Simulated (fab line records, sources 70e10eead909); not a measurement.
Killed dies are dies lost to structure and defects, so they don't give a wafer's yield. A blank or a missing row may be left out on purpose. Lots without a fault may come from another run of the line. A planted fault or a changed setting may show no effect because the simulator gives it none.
Which tool did it? | flow nand_harc | 24 lots, 72 wafers sampled, at 6 steps of a route of 1302

WHAT THE GAUGES READ, wafer by wafer
The record holds no reading of a measuring or inspecting step that can be judged against a usual standard deviation.

WHICH TOOL RAN EACH LOT (tool, then ch and the chambers of the sampled wafers, then the start)
lot  | NHARC_A_STAIRCASE_ETCH_17      | NHARC_A_STAIRCASE_TRIM_193     | NHARC_A_STAIRCASE_ETCH_225     | NHARC_A_STAIRCASE_TRIM_226     | NHARC_A_STAIRCASE_ETCH_227     | NHARC_A_STAIRCASE_ETCH_232
L074 | rie_diel-08 ch 0,2,3, no start | rie_diel-01 ch 0,3, no start   | rie_diel-08 ch 0,3, no start   | rie_diel-08 ch 0,2,3, no start | rie_diel-08 ch 0,1, no start   | rie_diel-08 ch 0,3, no start
L075 | rie_diel-07 ch 2,3, no start   | rie_diel-07 ch 0,1,3, no start | rie_diel-08 ch 0,2,3, no start | rie_diel-08 ch 0,3, no start   | rie_diel-08 ch 0,1,3, no start | rie_diel-01 ch 0,1,2, no start
L076 | rie_diel-07 ch 0,1, no start   | rie_diel-07 ch 1,2, no start   | rie_diel-07 ch 1,3, no start   | rie_diel-07 ch 1,3, no start   | rie_diel-07 ch 0,2,3, no start | rie_diel-01 ch 0,1,2, no start
L078 | rie_diel-08 ch 1,2,3, no start | rie_diel-01 ch 0,3, no start   | rie_diel-01 ch 0,1,3, no start | rie_diel-01 ch 1,3, no start   | rie_diel-01 ch 0,3, no start   | rie_diel-08 ch 2,3, no start
L079 | rie_diel-01 ch 0,1,3, no start | rie_diel-07 ch 0,2,3, no start | rie_diel-08 ch 0,1,2, no start | rie_diel-08 ch 0,2, no start   | rie_diel-08 ch 1,2,3, no start | rie_diel-08 ch 1,2,3, no start
L077 | rie_diel-01 ch 1,3, no start   | rie_diel-08 ch 2,3, no start   | rie_diel-08 ch 0,3, no start   | rie_diel-08 ch 0,2, no start   | rie_diel-08 ch 0,1,2, no start | rie_diel-07 ch 0,1, no start
L080 | rie_diel-08 ch 0,2, no start   | rie_diel-08 ch 2,3, no start   | rie_diel-08 ch 1,3, no start   | rie_diel-08 ch 0,1, no start   | rie_diel-08 ch 1,3, no start   | rie_diel-01 ch 1,2, no start
L081 | rie_diel-08 ch 0,3, no start   | rie_diel-08 ch 0,2,3, no start | rie_diel-01 ch 1,2,3, no start | rie_diel-01 ch 1,2,3, no start | rie_diel-01 ch 0,1, no start   | rie_diel-01 ch 1,2,3, no start
L083 | rie_diel-08 ch 1,2,3, no start | rie_diel-01 ch 1,3, no start   | rie_diel-01 ch 0,1,2, no start | rie_diel-01 ch 1,2, no start   | rie_diel-01 ch 1,2,3, no start | rie_diel-07 ch 0,3, no start
L082 | rie_diel-01 ch 0,2,3, no start | rie_diel-08 ch 0,2,3, no start | rie_diel-08 ch 0,1,3, no start | rie_diel-08 ch 0,1,2, no start | rie_diel-08 ch 1,2,3, no start | rie_diel-08 ch 0,1,2, no start
L084 | rie_diel-08 ch 0,2,3, no start | rie_diel-07 ch 0,2,3, no start | rie_diel-08 ch 0,1,3, no start | rie_diel-08 ch 0,1,3, no start | rie_diel-08 ch 1,2,3, no start | rie_diel-01 ch 1,2,3, no start
L085 | rie_diel-08 ch 1,3, no start   | rie_diel-01 ch 1,2,3, no start | rie_diel-08 ch 1,2, no start   | rie_diel-08 ch 0,2,3, no start | rie_diel-08 ch 0,1,3, no start | rie_diel-01 ch 1,3, no start
L086 | rie_diel-08 ch 0,1, no start   | rie_diel-01 ch 1,2,3, no start | rie_diel-08 ch 1,3, no start   | rie_diel-08 ch 2,3, no start   | rie_diel-08 ch 0,3, no start   | rie_diel-08 ch 0,1, no start
L087 | rie_diel-01 ch 0,1,3, no start | rie_diel-08 ch 1,2,3, no start | rie_diel-01 ch 1,2,3, no start | rie_diel-01 ch 1,2,3, no start | rie_diel-01 ch 0,1,2, no start | rie_diel-08 ch 0,1,2, no start
L089 | rie_diel-07 ch 1,2, no start   | rie_diel-08 ch 0,2, no start   | rie_diel-08 ch 0,1,2, no start | rie_diel-08 ch 0,1, no start   | rie_diel-08 ch 0,2,3, no start | rie_diel-08 ch 0,1,3, no start
L088 | rie_diel-08 ch 0,1,3, no start | rie_diel-01 ch 1,3, no start   | rie_diel-01 ch 2,3, no start   | rie_diel-01 ch 0,3, no start   | rie_diel-01 ch 0,2,3, no start | rie_diel-01 ch 1,2, no start
L090 | rie_diel-08 ch 0,1,2, no start | rie_diel-01 ch 0,2,3, no start | rie_diel-08 ch 0,2, no start   | rie_diel-08 ch 0,1,2, no start | rie_diel-08 ch 1,3, no start   | rie_diel-08 ch 2,3, no start
L092 | rie_diel-08 ch 0,2,3, no start | rie_diel-08 ch 0,1,2, no start | rie_diel-08 ch 0,1, no start   | rie_diel-08 ch 0,1, no start   | rie_diel-08 ch 1,2,3, no start | rie_diel-08 ch 1,2,3, no start
L091 | rie_diel-07 ch 0,2,3, no start | rie_diel-08 ch 2,3, no start   | rie_diel-01 ch 0,1,2, no start | rie_diel-01 ch 0,1,3, no start | rie_diel-01 ch 0,1,2, no start | rie_diel-08 ch 0,2,3, no start
L094 | rie_diel-01 ch 0,3, no start   | rie_diel-08 ch 1,2,3, no start | rie_diel-08 ch 0,3, no start   | rie_diel-08 ch 0,1,2, no start | rie_diel-08 ch 1,2, no start   | rie_diel-01 ch 0,3, no start
L093 | rie_diel-08 ch 1,2, no start   | rie_diel-08 ch 1,3, no start   | rie_diel-01 ch 0,1,3, no start | rie_diel-01 ch 0,1,3, no start | rie_diel-01 ch 0,1,3, no start | rie_diel-01 ch 0,1,3, no start
L095 | rie_diel-08 ch 0,1,3, no start | rie_diel-07 ch 0,1,2, no start | rie_diel-07 ch 0,2, no start   | rie_diel-07 ch 0,2,3, no start | rie_diel-07 ch 0,3, no start   | rie_diel-07 ch 2,3, no start
L096 | rie_diel-07 ch 0,1,2, no start | rie_diel-01 ch 0,1,3, no start | rie_diel-07 ch 0,2,3, no start | rie_diel-07 ch 0,2,3, no start | rie_diel-07 ch 0,1,3, no start | rie_diel-08 ch 0,1,3, no start
L097 | rie_diel-08 ch 1,2,3, no start | rie_diel-01 ch 1,2,3, no start | rie_diel-07 ch 0,1,3, no start | rie_diel-07 ch 0,1,2, no start | rie_diel-07 ch 0,1,3, no start | rie_diel-08 ch 0,1,2, no start
- NHARC_A_STAIRCASE_ETCH_17: etches the open film in C4F8/O2, target depth 100 nm, time 40.5 s.
- NHARC_A_STAIRCASE_TRIM_193: chemistry O2, time 211.2 s.
- NHARC_A_STAIRCASE_ETCH_225: etches the open film in C4F8/O2, target depth 100 nm, time 40.5 s.
- NHARC_A_STAIRCASE_TRIM_226: chemistry O2, time 211.2 s.
- NHARC_A_STAIRCASE_ETCH_227: etches the open film in C4F8/O2, target depth 100 nm, time 40.5 s.
- NHARC_A_STAIRCASE_ETCH_232: etches the open film in C4F8/O2, target depth 100 nm, time 40.5 s.

WHAT THE TOOLS THEMSELVES READ (means of the sampled wafers that have a number; where no wafer has one, the mark that the record gives instead)
NHARC_A_STAIRCASE_ETCH_17. Usual: oes_product_au 0.945 a.u., standard deviation 0.012; rf_vpp_V 894 V, standard deviation 5.1.
lot  | tool        | oes_product_au (a.u.) | rf_vpp_V (V) | flag
L074 | rie_diel-08 | 0.945                 | 893          |
L075 | rie_diel-07 | 0.956                 | 897          |
L076 | rie_diel-07 | 0.946                 | 903          |
L078 | rie_diel-08 | 0.950                 | 891          |
L079 | rie_diel-01 | 0.952                 | 893          |
L077 | rie_diel-01 | 0.941                 | 895          |
L080 | rie_diel-08 | 0.928                 | 893          |
L081 | rie_diel-08 | 0.949                 | 894          |
L083 | rie_diel-08 | 0.941                 | 890          |
L082 | rie_diel-01 | 0.938                 | 899          |
L084 | rie_diel-08 | 0.940                 | 892          |
L085 | rie_diel-08 | 0.940                 | 891          |
L086 | rie_diel-08 | 0.956                 | 894          |
L087 | rie_diel-01 | 0.953                 | 893          |
L089 | rie_diel-07 | 0.948                 | 903          |
L088 | rie_diel-08 | 0.949                 | 894          |
L090 | rie_diel-08 | 0.937                 | 892          |
L092 | rie_diel-08 | 0.952                 | 893          |
L091 | rie_diel-07 | 0.936                 | 896          |
L094 | rie_diel-01 | 0.952                 | 895          |
L093 | rie_diel-08 | 0.938                 | 891          |
L095 | rie_diel-08 | 0.947                 | 894          |
L096 | rie_diel-07 | 0.938                 | 901          |
L097 | rie_diel-08 | 0.953                 | 890          |

NHARC_A_STAIRCASE_TRIM_193. Usual: drypump_motor_current_A 5.6 A, standard deviation 0.46; oes_product_au 1.001 a.u., standard deviation 0.011; rf_vpp_V 57.7 V, standard deviation 0.81; showerhead_plenum_p_Torr 3.51 Torr, standard deviation 0.15; throttle_valve_pct 17.036 %, standard deviation 0.0099.
lot  | tool        | drypump_motor_current_A (A) | oes_product_au (a.u.) | rf_vpp_V (V) | showerhead_plenum_p_Torr (Torr) | throttle_valve_pct (%) | flag
L074 | rie_diel-01 | 5.3                         | 1.003                 | 57.5         | 3.59                            | 17.032                 |
L075 | rie_diel-07 | 5.1                         | 1.004                 | 58.2         | 3.62                            | 17.036                 |
L076 | rie_diel-07 | 5.8                         | 1.015                 | 58.1         | 3.74                            | 17.039                 |
L078 | rie_diel-01 | 5.3                         | 0.999                 | 57.5         | 3.59                            | 17.028                 |
L079 | rie_diel-07 | 5.2                         | 1.002                 | 57.7         | 3.56                            | 17.039                 |
L077 | rie_diel-08 | 6.0                         | 1.002                 | 57.6         | 3.37                            | 17.035                 |
L080 | rie_diel-08 | 6.0                         | 0.992                 | 57.4         | 3.37                            | 17.037                 |
L081 | rie_diel-08 | 5.6                         | 0.998                 | 57.2         | 3.44                            | 17.040                 |
L083 | rie_diel-01 | 5.7                         | 0.997                 | 57.9         | 3.52                            | 17.046                 |
L082 | rie_diel-08 | 5.6                         | 0.997                 | 58.0         | 3.44                            | 17.024                 |
L084 | rie_diel-07 | 5.2                         | 1.002                 | 58.1         | 3.55                            | 17.042                 |
L085 | rie_diel-01 | 5.7                         | 0.994                 | 58.4         | 3.54                            | 17.036                 |
L086 | rie_diel-01 | 5.8                         | 1.000                 | 57.9         | 3.53                            | 17.039                 |
L087 | rie_diel-08 | 5.8                         | 1.001                 | 56.9         | 3.38                            | 17.032                 |
L089 | rie_diel-08 | 5.7                         | 0.991                 | 56.5         | 3.42                            | 17.034                 |
L088 | rie_diel-01 | 5.7                         | 1.003                 | 57.4         | 3.40                            | 17.034                 |
L090 | rie_diel-01 | 5.4                         | 1.003                 | 58.5         | 3.59                            | 17.039                 |
L092 | rie_diel-08 | 5.6                         | 0.990                 | 57.7         | 3.44                            | 17.039                 |
L091 | rie_diel-08 | 5.9                         | 1.005                 | 58.1         | 3.36                            | 17.030                 |
L094 | rie_diel-08 | 5.8                         | 1.002                 | 57.0         | 3.37                            | 17.035                 |
L093 | rie_diel-08 | 5.7                         | 1.002                 | 57.3         | 3.40                            | 17.038                 |
L095 | rie_diel-07 | 5.5                         | 0.986                 | 58.5         | 3.66                            | 17.025                 |
L096 | rie_diel-01 | 5.4                         | 1.004                 | 57.4         | 3.62                            | 17.024                 |
L097 | rie_diel-01 | 5.7                         | 1.007                 | 58.2         | 3.69                            | 17.032                 |

NHARC_A_STAIRCASE_ETCH_225. Usual: oes_product_au 0.944 a.u., standard deviation 0.0094; rf_vpp_V 895 V, standard deviation 5.2.
lot  | tool        | oes_product_au (a.u.) | rf_vpp_V (V) | flag
L074 | rie_diel-08 | 0.936                 | 896          |
L075 | rie_diel-08 | 0.943                 | 893          |
L076 | rie_diel-07 | 0.960                 | 901          |
L078 | rie_diel-01 | 0.955                 | 894          |
L079 | rie_diel-08 | 0.939                 | 894          |
L077 | rie_diel-08 | 0.947                 | 896          |
L080 | rie_diel-08 | 0.950                 | 891          |
L081 | rie_diel-01 | 0.946                 | 896          |
L083 | rie_diel-01 | 0.943                 | 894          |
L082 | rie_diel-08 | 0.952                 | 894          |
L084 | rie_diel-08 | 0.942                 | 894          |
L085 | rie_diel-08 | 0.941                 | 891          |
L086 | rie_diel-08 | 0.947                 | 891          |
L087 | rie_diel-01 | 0.945                 | 897          |
L089 | rie_diel-08 | 0.940                 | 893          |
L088 | rie_diel-01 | 0.945                 | 901          |
L090 | rie_diel-08 | 0.944                 | 892          |
L092 | rie_diel-08 | 0.943                 | 896          |
L091 | rie_diel-01 | 0.941                 | 893          |
L094 | rie_diel-08 | 0.941                 | 892          |
L093 | rie_diel-01 | 0.950                 | 899          |
L095 | rie_diel-07 | 0.947                 | 900          |
L096 | rie_diel-07 | 0.938                 | 896          |
L097 | rie_diel-07 | 0.940                 | 898          |

NHARC_A_STAIRCASE_TRIM_226. Usual: drypump_motor_current_A 5.5 A, standard deviation 0.46; oes_product_au 1.002 a.u., standard deviation 0.0096; rf_vpp_V 57.7 V, standard deviation 0.94; showerhead_plenum_p_Torr 3.49 Torr, standard deviation 0.14; throttle_valve_pct 17.036 %, standard deviation 0.0092.
lot  | tool        | drypump_motor_current_A (A) | oes_product_au (a.u.) | rf_vpp_V (V) | showerhead_plenum_p_Torr (Torr) | throttle_valve_pct (%) | flag
L074 | rie_diel-08 | 5.6                         | 1.005                 | 58.4         | 3.46                            | 17.035                 |
L075 | rie_diel-08 | 5.5                         | 1.010                 | 58.1         | 3.47                            | 17.033                 |
L076 | rie_diel-07 | 5.4                         | 1.013                 | 58.0         | 3.66                            | 17.033                 |
L078 | rie_diel-01 | 5.7                         | 1.007                 | 57.6         | 3.42                            | 17.039                 |
L079 | rie_diel-08 | 5.4                         | 1.004                 | 57.5         | 3.51                            | 17.040                 |
L077 | rie_diel-08 | 5.4                         | 1.010                 | 58.5         | 3.51                            | 17.037                 |
L080 | rie_diel-08 | 5.4                         | 1.003                 | 58.4         | 3.48                            | 17.039                 |
L081 | rie_diel-01 | 5.8                         | 0.994                 | 57.9         | 3.54                            | 17.033                 |
L083 | rie_diel-01 | 5.8                         | 0.998                 | 57.8         | 3.43                            | 17.025                 |
L082 | rie_diel-08 | 5.6                         | 0.999                 | 57.5         | 3.45                            | 17.039                 |
L084 | rie_diel-08 | 5.5                         | 1.001                 | 57.7         | 3.47                            | 17.040                 |
L085 | rie_diel-08 | 5.6                         | 0.999                 | 57.7         | 3.44                            | 17.028                 |
L086 | rie_diel-08 | 6.0                         | 1.005                 | 57.0         | 3.36                            | 17.033                 |
L087 | rie_diel-01 | 5.8                         | 0.994                 | 58.2         | 3.53                            | 17.037                 |
L089 | rie_diel-08 | 5.2                         | 1.006                 | 57.9         | 3.52                            | 17.040                 |
L088 | rie_diel-01 | 5.1                         | 1.004                 | 58.0         | 3.51                            | 17.030                 |
L090 | rie_diel-08 | 5.5                         | 1.005                 | 57.8         | 3.44                            | 17.027                 |
L092 | rie_diel-08 | 5.2                         | 0.996                 | 57.1         | 3.52                            | 17.032                 |
L091 | rie_diel-01 | 5.4                         | 1.009                 | 57.7         | 3.45                            | 17.029                 |
L094 | rie_diel-08 | 5.6                         | 1.001                 | 58.4         | 3.44                            | 17.032                 |
L093 | rie_diel-01 | 5.4                         | 0.997                 | 57.8         | 3.62                            | 17.041                 |
L095 | rie_diel-07 | 5.2                         | 0.996                 | 58.2         | 3.53                            | 17.036                 |
L096 | rie_diel-07 | 5.2                         | 0.991                 | 57.1         | 3.53                            | 17.037                 |
L097 | rie_diel-07 | 5.5                         | 0.987                 | 58.3         | 3.66                            | 17.039                 |

NHARC_A_STAIRCASE_ETCH_227. Usual: oes_product_au 0.946 a.u., standard deviation 0.011; rf_vpp_V 894 V, standard deviation 5.
lot  | tool        | oes_product_au (a.u.) | rf_vpp_V (V) | flag
L074 | rie_diel-08 | 0.954                 | 896          |
L075 | rie_diel-08 | 0.955                 | 895          |
L076 | rie_diel-07 | 0.947                 | 897          |
L078 | rie_diel-01 | 0.946                 | 899          |
L079 | rie_diel-08 | 0.934                 | 891          |
L077 | rie_diel-08 | 0.948                 | 894          |
L080 | rie_diel-08 | 0.954                 | 892          |
L081 | rie_diel-01 | 0.945                 | 892          |
L083 | rie_diel-01 | 0.950                 | 897          |
L082 | rie_diel-08 | 0.945                 | 891          |
L084 | rie_diel-08 | 0.948                 | 891          |
L085 | rie_diel-08 | 0.948                 | 894          |
L086 | rie_diel-08 | 0.949                 | 893          |
L087 | rie_diel-01 | 0.944                 | 894          |
L089 | rie_diel-08 | 0.938                 | 893          |
L088 | rie_diel-01 | 0.952                 | 899          |
L090 | rie_diel-08 | 0.953                 | 892          |
L092 | rie_diel-08 | 0.945                 | 890          |
L091 | rie_diel-01 | 0.954                 | 894          |
L094 | rie_diel-08 | 0.930                 | 889          |
L093 | rie_diel-01 | 0.945                 | 899          |
L095 | rie_diel-07 | 0.944                 | 894          |
L096 | rie_diel-07 | 0.937                 | 898          |
L097 | rie_diel-07 | 0.951                 | 898          |

NHARC_A_STAIRCASE_ETCH_232. Usual: oes_product_au 0.946 a.u., standard deviation 0.013; rf_vpp_V 895 V, standard deviation 5.2.
lot  | tool        | oes_product_au (a.u.) | rf_vpp_V (V) | flag
L074 | rie_diel-08 | 0.938                 | 896          |
L075 | rie_diel-01 | 0.932                 | 894          |
L076 | rie_diel-01 | 0.947                 | 895          |
L078 | rie_diel-08 | 0.961                 | 890          |
L079 | rie_diel-08 | 0.951                 | 891          |
L077 | rie_diel-07 | 0.922                 | 901          |
L080 | rie_diel-01 | 0.945                 | 893          |
L081 | rie_diel-01 | 0.946                 | 896          |
L083 | rie_diel-07 | 0.966                 | 897          |
L082 | rie_diel-08 | 0.946                 | 894          |
L084 | rie_diel-01 | 0.930                 | 895          |
L085 | rie_diel-01 | 0.938                 | 895          |
L086 | rie_diel-08 | 0.938                 | 894          |
L087 | rie_diel-08 | 0.948                 | 892          |
L089 | rie_diel-08 | 0.954                 | 893          |
L088 | rie_diel-01 | 0.947                 | 897          |
L090 | rie_diel-08 | 0.940                 | 890          |
L092 | rie_diel-08 | 0.939                 | 890          |
L091 | rie_diel-08 | 0.953                 | 892          |
L094 | rie_diel-01 | 0.964                 | 897          |
L093 | rie_diel-01 | 0.951                 | 899          |
L095 | rie_diel-07 | 0.925                 | 892          |
L096 | rie_diel-08 | 0.938                 | 893          |
L097 | rie_diel-08 | 0.951                 | 892          |

THE ANSWER, worked out from the rows above alone
Rule: a lot is off if the mean of its wafers that have a number lies more than 3 standard deviations from the usual mean. A lot without any number at a reading at which 4 lots or more have one is off too. The other lots that the step has rows for count as sound. The gauges are gone through in route order, then the tools' own readings, and for those a lot's mean is taken as printed above. The first step at which some lot is off is used, and at that step the reading that is off furthest; a lot without a number counts as furthest.
No lot is off at any reading shown: from this, nothing can be told.

WHAT THE SIMULATOR HAD PUT IN
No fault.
